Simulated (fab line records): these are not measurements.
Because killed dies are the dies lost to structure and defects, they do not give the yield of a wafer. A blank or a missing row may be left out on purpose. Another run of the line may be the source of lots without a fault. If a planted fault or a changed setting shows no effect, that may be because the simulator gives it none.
Problem report, 8D (eight disciplines) form, completed by code :: flow nand_harc :: the parts of the form that need people (team, actions taken, sign-off) are left out

== 1. THE ISSUE ==
Wafers with no fault read 55 with a standard deviation of 17, whereas killed_at_array at NHARC_END_SORT_01 reads a mean of 673 on 1 wafer of 1 lot. Relative to the usual mean, that is a shift of +36 standard deviations.
First observed at day 30 18:10: wafer L875.3, on prober-01. The record holds 3 wafers of 1 lot with a number at this step. Rule for "out" (also "out of limits"): further than 4 standard deviations from the usual mean. All remaining wafers that have a number are taken as sound.

== 2. WHAT IT IS, AND WHAT IT ISN'T ==
question: which readings at this step
is: killed_at_array, killed_dies
is not: killed_at_other, killed_at_periphery, killed_open, killed_short

question: which lots
is: L875
is not: -

question: which wafers of those lots
is: L875.3
is not: L875.2, L875.6

question: read on which gauges
is: prober-01
is not: -

question: when
is: from day 30 18:10
is not: up to then (1 sound wafer); but 1 sound wafer of L875 came after

== 3. SUSPECTS, AND WHAT RULES EACH OUT ==
Counting: any tool at a process step up to the reading remains a suspect provided it ran every lot that is out. Sound lots after the first of them don't rule it out here, since some wafers of a struck lot are sound.
- the gauge at NHARC_END_SORT_01: ruled out. All the wafers that are out were read on prober-01, but those of them that NHARC_A_STAIRCASE_TRIM_191 has rows for are out there too, on other tools.
- rie_diel-08 at NHARC_A_STAIRCASE_ETCH_27 (etches the open film in C4F8/O2, target depth 100 nm, time 40.5 s): kept. It ran the lot that is out, L875 (day 21 23:08). Because NHARC_A_STAIRCASE_ETCH_27 lacks a start for some lots, the hours and order of its lots are taken from NHARC_A_STAIRCASE_TRIM_191.
- rie_diel-12 at NHARC_A_STAIRCASE_TRIM_191 (chemistry O2, time 211.2 s): kept. It ran the lot that is out, L875 (day 21 23:08). Its own readings are out on those wafers: run_length_s.
- rie_diel-12 at NHARC_A_STAIRCASE_TRIM_193 (chemistry O2, time 211.2 s): kept. It ran the lot that is out, L875 (day 30 17:21). Because NHARC_A_STAIRCASE_TRIM_193 lacks a start for some lots, the hours and order of its lots are taken from NHARC_END_SORT_01.
- rie_diel-12 at NHARC_A_STAIRCASE_TRIM_198 (chemistry O2, time 211.2 s): kept. It ran the lot that is out, L875 (day 30 17:21). Because NHARC_A_STAIRCASE_TRIM_198 lacks a start for some lots, the hours and order of its lots are taken from NHARC_END_SORT_01.
- The sound lot-mates ran in chamber 0 of rie_diel-08 at NHARC_A_STAIRCASE_ETCH_27, but the wafers that are out ran in chamber 2.
- The sound lot-mates ran in chamber 3 of rie_diel-12 at NHARC_A_STAIRCASE_TRIM_191, but the wafers that are out ran in chamber 0.
- The sound lot-mates ran in chamber 2 of rie_diel-12 at NHARC_A_STAIRCASE_TRIM_193, but the wafers that are out ran in chamber 0.
- In rie_diel-12 at NHARC_A_STAIRCASE_TRIM_198, the wafers that are out were processed in chamber 3 and their sound lot-mates in chambers 0, 2.
Left after counting: rie_diel-08 at NHARC_A_STAIRCASE_ETCH_27, rie_diel-12 at NHARC_A_STAIRCASE_TRIM_191, rie_diel-12 at NHARC_A_STAIRCASE_TRIM_193, rie_diel-12 at NHARC_A_STAIRCASE_TRIM_198.

== 4. THE CAUSE (what the simulator had put in) ==
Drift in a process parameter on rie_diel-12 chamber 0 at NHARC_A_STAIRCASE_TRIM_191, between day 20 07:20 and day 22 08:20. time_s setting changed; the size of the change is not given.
After counting, 4 suspects remain, this tool included.

== 5. THE CHAIN OF EFFECTS, in route order ==
Rows list readings where the struck wafers' mean (over those with a number) sits beyond 3 standard deviations from the usual. Only readings whose record carries a usual standard deviation are examined. hours: median over the lots of the time between each lot's start at the first step of this table that gives one and its start at this step. sigmas: the change, counted in usual standard deviations.
hours: 0
step: NHARC_A_STAIRCASE_TRIM_191
reading: run_length_s
usual: 232.5 s
on struck wafers: 316.7
change: +84.2
sigmas: +99 or more

hours: 211
step: NHARC_END_SORT_01
reading: killed_at_array
usual: 55
on struck wafers: 673
change: +618
sigmas: +36

hours: 211
step: NHARC_END_SORT_01
reading: killed_dies
usual: 59
on struck wafers: 677
change: +618
sigmas: +36
Here are the process steps it includes:
- NHARC_A_STAIRCASE_TRIM_191: chemistry O2, time 211.2 s.

== 6. HOW IT WOULD HAVE BEEN CAUGHT EARLIER ==
In this record the first reading out of limits at a measuring or inspecting step was taken at day 30 18:10, 251 hours after the fault began at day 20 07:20.
The tool's own readings at NHARC_A_STAIRCASE_TRIM_191 were out on every struck wafer that the step has a row for (run_length_s): an alarm limit on them would have fired on the first of those.
By day 30 18:10, every lot that is out (1) had started NHARC_A_STAIRCASE_TRIM_191 on rie_diel-12. Tool hold at that time: it would have spared none of them.
